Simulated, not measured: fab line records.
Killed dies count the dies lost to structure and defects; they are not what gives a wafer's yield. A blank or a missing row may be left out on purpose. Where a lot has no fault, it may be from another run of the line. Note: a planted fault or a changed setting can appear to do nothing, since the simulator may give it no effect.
What tool caused it? ; flow nand_harc ; Sampling: 6 lots, 18 wafers, 3 of 1302 route steps

## WHAT THE GAUGES SHOWED, per wafer
NHARC_P_GATE_CD_MEAS_59 targets a cd of 720 nm.
lot;measured;on;cd_nm (nm)
L774;day 6 06:18;cd_sem-01;723.0 723.9 721.8
L777;day 7 04:55;cd_sem-03;719.6 719.1 720.9
L779;day 8 02:51;cd_sem-02;720.6 722.2 721.4
L781;day 9 03:52;cd_sem-03;720.5 720.4 720.7
L793;day 14 02:06;cd_sem-03;721.0 719.8 720.7
L795;day 14 22:15;cd_sem-03;717.6 718.9 720.1

## EACH LOT AND THE TOOL THAT RAN IT (in order: tool; ch and the chambers of the sampled wafers; start)
lot;NHARC_P_GATE_ALD_36;NHARC_P_GATE_EXPOSE_56
L774;ald_sin-04 ch 0,2,3, day 5 18:13;krf_scanner-02 ch 0, day 6 06:08
L777;ald_sin-04 ch 0,2,3, day 6 17:34;krf_scanner-02 ch 0, day 7 04:46
L779;ald_sin-03 ch 0,3, day 7 15:44;krf_scanner-04 ch 0, day 8 02:41
L781;ald_sin-01 ch 0,2, day 8 15:30;krf_scanner-02 ch 0, day 9 03:43
L793;ald_sin-01 ch 0,1,3, day 13 15:51;krf_scanner-04 ch 0, day 14 01:57
L795;ald_sin-04 ch 1,2, day 14 11:07;krf_scanner-04 ch 0, day 14 22:06
- NHARC_P_GATE_ALD_36: deposits SiNx, target thk 20 nm, pulse time 60 s, ald cycles 223.
- NHARC_P_GATE_EXPOSE_56: exposes mask P PSD, target cd 720 nm.

## THE ANSWER, worked out from the rows above alone
Rule: what is usual is taken from the lots themselves. Put in order of their means at a reading, lots are off if they are a third of the lots or fewer, leave a main group of 4 or more, and stand apart from it by a gap of 3 or more times the standard deviation of the main group's means; of several such gaps the widest counts. A main group is skipped when, at the precision printed for the reading in the tables above, its means are all equal. A lot without any number at a reading at which 4 lots or more have one is off too. All remaining lots with rows at the step are treated as sound.
Nothing can be told from this: no lot is off at any reading shown.

## WHAT THE SIMULATOR HAD PUT IN
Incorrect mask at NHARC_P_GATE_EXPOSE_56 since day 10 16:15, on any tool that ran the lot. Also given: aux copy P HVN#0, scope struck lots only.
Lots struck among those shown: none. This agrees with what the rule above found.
